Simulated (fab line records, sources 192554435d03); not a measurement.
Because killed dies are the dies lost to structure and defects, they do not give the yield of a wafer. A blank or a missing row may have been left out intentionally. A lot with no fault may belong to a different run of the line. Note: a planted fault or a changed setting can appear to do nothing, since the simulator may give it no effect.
Matching of chambers || flow n5 finfet || rie diel-05 running N5_FIN_SAQP_ETCH_34: 4 sister chambers
The step etches SiO2 in C4F6/O2, target depth 45 nm, time 15 s. 4 wafers are shown with their chamber, then 12 later ones without.

== WAFERS WITH THEIR CHAMBER ==
{"wafer": "L082.1", "chamber": 0, "showerhead plenum p Torr (Torr)": 2.84}
{"wafer": "L082.3", "chamber": 3, "showerhead plenum p Torr (Torr)": 2.81}
{"wafer": "L086.5", "chamber": 1, "showerhead plenum p Torr (Torr)": 2.72}
{"wafer": "L086.6", "chamber": 2, "showerhead plenum p Torr (Torr)": 2.93}

== WAFERS WHOSE CHAMBER IS MISSING ==
{"wafer": "L087.1", "showerhead plenum p Torr (Torr)": 2.72}
{"wafer": "L087.2", "showerhead plenum p Torr (Torr)": 2.83}
{"wafer": "L087.5", "showerhead plenum p Torr (Torr)": 2.72}
{"wafer": "L091.3", "showerhead plenum p Torr (Torr)": 2.72}
{"wafer": "L091.5", "showerhead plenum p Torr (Torr)": 2.92}
{"wafer": "L091.6", "showerhead plenum p Torr (Torr)": 2.80}
{"wafer": "L094.1", "showerhead plenum p Torr (Torr)": 2.72}
{"wafer": "L094.4", "showerhead plenum p Torr (Torr)": 2.72}
{"wafer": "L094.5", "showerhead plenum p Torr (Torr)": 2.92}
{"wafer": "L096.1", "showerhead plenum p Torr (Torr)": 2.80}
{"wafer": "L096.5", "showerhead plenum p Torr (Torr)": 2.71}
{"wafer": "L096.6", "showerhead plenum p Torr (Torr)": 2.80}

== EACH ONE'S CHAMBER ==
{"wafer": "L087.1", "from the rows above": 1, "in truth": 1}
{"wafer": "L087.2", "from the rows above": "can't be placed: 0 or 3", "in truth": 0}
{"wafer": "L087.5", "from the rows above": 1, "in truth": 1}
{"wafer": "L091.3", "from the rows above": 1, "in truth": 1}
{"wafer": "L091.5", "from the rows above": 2, "in truth": 2}
{"wafer": "L091.6", "from the rows above": 3, "in truth": 3}
{"wafer": "L094.1", "from the rows above": 1, "in truth": 1}
{"wafer": "L094.4", "from the rows above": 1, "in truth": 1}
{"wafer": "L094.5", "from the rows above": 2, "in truth": 2}
{"wafer": "L096.1", "from the rows above": 3, "in truth": 3}
{"wafer": "L096.5", "from the rows above": 1, "in truth": 1}
{"wafer": "L096.6", "from the rows above": 3, "in truth": 3}
Correctly placed: 11 of 12. Cannot be placed on the basis of these rows: 1; the candidates contain the true chamber in 1. Placed wrongly: 0.
How it was worked out, from the rows above alone: a wafer's distance from a chamber is the root of the sum, over the readings, of the square of ((its reading less the chamber's mean) divided by the reading's scatter). The wafer belongs to the nearest chamber; if the next one is less than 2 further off, it can't be placed. A chamber's mean is the mean of its shown wafers. The scatter (one wafer shown for each chamber): square how far every hidden wafer sits from the nearest shown wafer, average those squares and take the square root.
